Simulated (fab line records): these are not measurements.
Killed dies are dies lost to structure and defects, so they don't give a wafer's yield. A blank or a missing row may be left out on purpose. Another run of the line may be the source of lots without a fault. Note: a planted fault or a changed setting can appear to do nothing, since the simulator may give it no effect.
Chamber matching -- flow n5_finfet -- 4 sister chambers for N5_FIN_SAQP_ETCH_57 on rie_diel-05
The step etches SiNx in CH3F/O2, target depth 32.5 nm, time 46.4 s. 16 wafers are shown with their chamber, then 8 later ones without.

## WAFERS, EACH WITH ITS CHAMBER
wafer,chamber,throttle_valve_pct (%),drypump_motor_current_A (A),showerhead_plenum_p_Torr (Torr)
L076.1,1,16.02,5.8,2.07
L076.3,2,16.90,5.9,1.97
L076.6,1,16.01,5.8,2.07
L077.1,1,16.03,5.8,2.07
L077.3,0,16.15,5.8,1.97
L077.5,3,16.89,5.3,1.96
L078.2,0,16.16,5.8,1.97
L078.4,3,16.89,5.3,1.96
L078.5,2,16.93,5.9,1.97
L083.2,2,16.94,5.8,1.96
L083.4,1,16.04,5.8,2.06
L083.5,0,16.16,5.8,1.97
L084.1,2,16.94,5.8,1.96
L084.3,3,16.93,5.3,1.95
L084.4,0,16.19,5.8,1.97
L085.3,1,16.05,5.8,2.06

SIGNATURES (averages over the wafers above)
reading,chamber 0,chamber 1,chamber 2,chamber 3,scatter within a chamber
throttle_valve_pct,16.1650,16.0300,16.9275,16.9033,0.0184
drypump_motor_current_A,5.800,5.800,5.850,5.300,0.0289
showerhead_plenum_p_Torr,1.9700,2.0660,1.9650,1.9567,0.00489
Rule: a wafer lies at a distance from a chamber equal to the root of the sum of squares, over the readings, of (its reading less the chamber's mean, divided by the reading's scatter). If the next closest chamber is less than 2 further off than the closest, the wafer can't be placed; otherwise it belongs to the closest. The scatter: the root of (the sum of the squares of (reading less its chamber's mean) over the shown wafers, divided by (wafers less chambers)).

## WAFERS WITHOUT THEIR CHAMBER
wafer,throttle_valve_pct (%),drypump_motor_current_A (A),showerhead_plenum_p_Torr (Torr)
L085.5,16.18,5.8,1.97
L085.6,16.03,5.8,2.06
L087.2,16.94,5.3,1.95
L087.4,16.06,5.9,2.06
L087.6,16.05,5.8,2.06
L092.2,16.49,5.9,1.96
L092.5,16.41,5.3,1.95
L092.6,16.51,5.9,1.96

## WHICH CHAMBER EACH ONE RAN IN
wafer,from the rows above,in truth
L085.5,0,0
L085.6,1,1
L087.2,3,3
L087.4,1,1
L087.6,1,1
L092.2,0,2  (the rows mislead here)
L092.5,0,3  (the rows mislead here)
L092.6,0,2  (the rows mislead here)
Placed correctly: 5 of 8. Number that these rows cannot place: 0. 3 placed wrongly.
